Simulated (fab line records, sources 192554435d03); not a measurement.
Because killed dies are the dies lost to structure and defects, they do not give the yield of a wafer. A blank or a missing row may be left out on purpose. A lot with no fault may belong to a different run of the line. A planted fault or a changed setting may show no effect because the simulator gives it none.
Lot-split experiment    flow n5-finfet    on a route of 1938 steps: 7 lots, 21 wafers read

== ON THE SPLIT ==
At N5_BEOL_M4_COAT_67 (time 60 s, resist thk 60 nm), the setting spin-rpm was moved away from the recipe's 1500 rpm on 4 of the 21 wafers read, by -7.2% to +4.3%. All remaining wafers had this setting at the recipe value.

== FROM THE SPLIT TO THE READING: what the file shows between them, 5 steps ==
- N5_BEOL_M4_EXPOSE_25: exposes mask V3, defocus 5 nm (also split here: dose-mj)
- N5_BEOL_M4_PEB_26: peb time 60 s
- N5_BEOL_M4_DEVELOP_27: develop time 30 s
- N5_BEOL_M4_ALD_98: deposits SiO2, target thk 2.5 nm, pulse time 1 s, co reactant pulse time 1 s
- N5_BEOL_M4_ETCHBACK_99: etches SiO2 in CHF3, target depth 5 nm, time 10.4 s

== THE READING ==
etch.depth-nm (the simulator's own value, which no gauge read), in nm, at N5_BEOL_M4_ETCH_70 (etches SOC in N2/H2, target depth 80 nm, overetch 24 nm, time 130 s). There is no usual value for it anywhere in the file. The 17 wafers here that ran the recipe average 60.17 nm, standard deviation 0.21 nm.

wafer   tool, chamber at the split  spin-rpm as run, rpm  against the recipe  etch.depth-nm, nm  against lot-mates on the recipe
L074.1  litho-track-04, 0           1500                  recipe              60.22              -
L074.5  litho-track-04, 0           1500                  recipe              60.1               -
L074.6  litho-track-04, 0           1565                  +4.3%               58.78              -1.38
L079.2  litho-track-02, 0           1500                  recipe              59.84              -
L079.3  litho-track-02, 0           1392                  -7.2%               62.38              +2.54
L079.5  litho-track-02, 0           1392                  -7.2%               62.36              +2.52
L082.1  litho-track-02, 0           1500                  recipe              60.09              -
L082.2  litho-track-02, 0           1500                  recipe              60.17              -
L082.3  litho-track-02, 0           1500                  recipe              60.14              -
L084.2  litho-track-02, 0           1500                  recipe              60.29              -
L084.3  litho-track-02, 0           1500                  recipe              60.19              -
L084.5  litho-track-02, 0           1500                  recipe              60.52              -
L086.1  litho-track-02, 0           1500                  recipe              60.42              -
L086.2  litho-track-02, 0           1500                  recipe              60.38              -
L086.6  litho-track-02, 0           1500                  recipe              60.27              -
L091.1  litho-track-03, 0           1500                  recipe              59.8               -
L091.3  litho-track-03, 0           1500                  recipe              59.73              -
L091.5  litho-track-03, 0           1397                  -6.9%               62.02              +2.26
L095.1  litho-track-02, 0           1500                  recipe              60.14              -
L095.2  litho-track-02, 0           1500                  recipe              60.2               -
L095.4  litho-track-02, 0           1500                  recipe              60.39              -

THE FIT
A straight line over all 21 wafers: etch.depth-nm changes by -0.298 nm for each +1% of spin-rpm; r = -0.97; the points scatter about the line by 0.21 nm.
The same after taking each lot's own level away (the mean of its wafers on the recipe; 21 wafers): -0.341 nm for each +1%; r = -1.00; scatter 0.087 nm.
On that fit, the largest move of spin-rpm shifts the reading by 2.5 nm.
Measured against the standard deviation above, the lots' own levels, which go from 59.765 to 60.357 nm, span 2.8 times it.
In other words, the slope is changed by the lot-to-lot level; the two fits disagree.
Check: for one of the wafers moved furthest among these (-7.2%), held out of the fit, the line's prediction against its lot-mates is +2.42 nm. Against them it came out at +2.54 nm.

== OTHER SPLITS ON THESE WAFERS ==
Before the reading, these wafers also passed through other splits. Each is held against what the fit with the lots' levels taken away leaves over:
other split on the same wafers  wafers away from the commonest value  r with etch.depth-nm (lot level and that fit taken away)
N5_BEOL_M4_ILD_DEP_00 time-s    8                                     -0.04
N5_BEOL_M4_COAT_05 spin-rpm     7                                     -0.09
N5_BEOL_M4_EXPOSE_25 dose-mj    5                                     +0.09

== THE WHOLE CHAIN: every reading that the file lists as answering this split, in the file's order ==
step                what it does                                                         reading                                                                         change (the file's fit)                r (the file's)
N5_BEOL_M4_COAT_67  time 60 s, resist thk 60 nm                                          SOC_of_BEOL_M4_COAT_67.thk-nm (the simulator's own value, which no gauge read)  -0.339 nm for each +1% of the setting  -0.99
N5_BEOL_M4_ETCH_70  etches SOC in N2/H2, target depth 80 nm, overetch 24 nm, time 130 s  etch.depth-nm (the simulator's own value, which no gauge read)                  -0.337 nm for each +1% of the setting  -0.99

== THE FILE'S OWN FIT ==
etch.depth-nm changes by -0.337 nm for each +1% of spin-rpm, r = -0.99.
